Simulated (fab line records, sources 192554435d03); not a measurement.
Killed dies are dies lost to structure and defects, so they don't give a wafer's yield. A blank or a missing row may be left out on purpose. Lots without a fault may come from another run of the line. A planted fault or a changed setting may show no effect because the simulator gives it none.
Chamber matching | flow n5_finfet | N5_SD_EPI_N_ETCH_35 on rie_diel-04: 4 sister chambers
The step etches SOC in N2/H2, overetch 108 nm, time 486 s. 4 wafers are shown with their chamber, then 11 later ones without.

WAFERS WITH THEIR CHAMBER
wafer  | chamber | showerhead_plenum_p_Torr (Torr)
L087.1 | 3       | 2.45
L087.3 | 2       | 2.49
L087.6 | 1       | 2.61
L088.1 | 0       | 2.64

WAFERS WITHOUT THEIR CHAMBER
wafer  | showerhead_plenum_p_Torr (Torr)
L088.3 | 2.45
L088.5 | 2.49
L089.4 | 2.60
L089.5 | 2.49
L089.6 | 2.45
L095.1 | 2.60
L095.3 | 2.44
L095.4 | 2.63
L097.2 | 2.63
L097.5 | 2.48
L097.6 | 2.44

WHICH CHAMBER EACH WENT THROUGH
wafer  | from the rows above     | in truth
L088.3 | 3                       | 3
L088.5 | 2                       | 2
L089.4 | 1                       | 1
L089.5 | 2                       | 2
L089.6 | 3                       | 3
L095.1 | 1                       | 1
L095.3 | 3                       | 3
L095.4 | can't be placed: 0 or 1 | 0
L097.2 | can't be placed: 0 or 1 | 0
L097.5 | 2                       | 2
L097.6 | 3                       | 3
Placed correctly: 9 of 11. Can't be placed from these rows: 2 (the true chamber is among the candidates in 2). Placed wrongly: 0.
How it was worked out, from the rows above alone: a wafer's distance from a chamber is the root of the sum, over the readings, of the square of ((its reading less the chamber's mean) divided by the reading's scatter). The wafer belongs to the nearest chamber; if the next one is less than 2 further off, it can't be placed. A chamber's mean is the mean of its shown wafers. The scatter: with one shown wafer a chamber, the root of the mean of the squares of how far each hidden wafer lies from its nearest shown one.
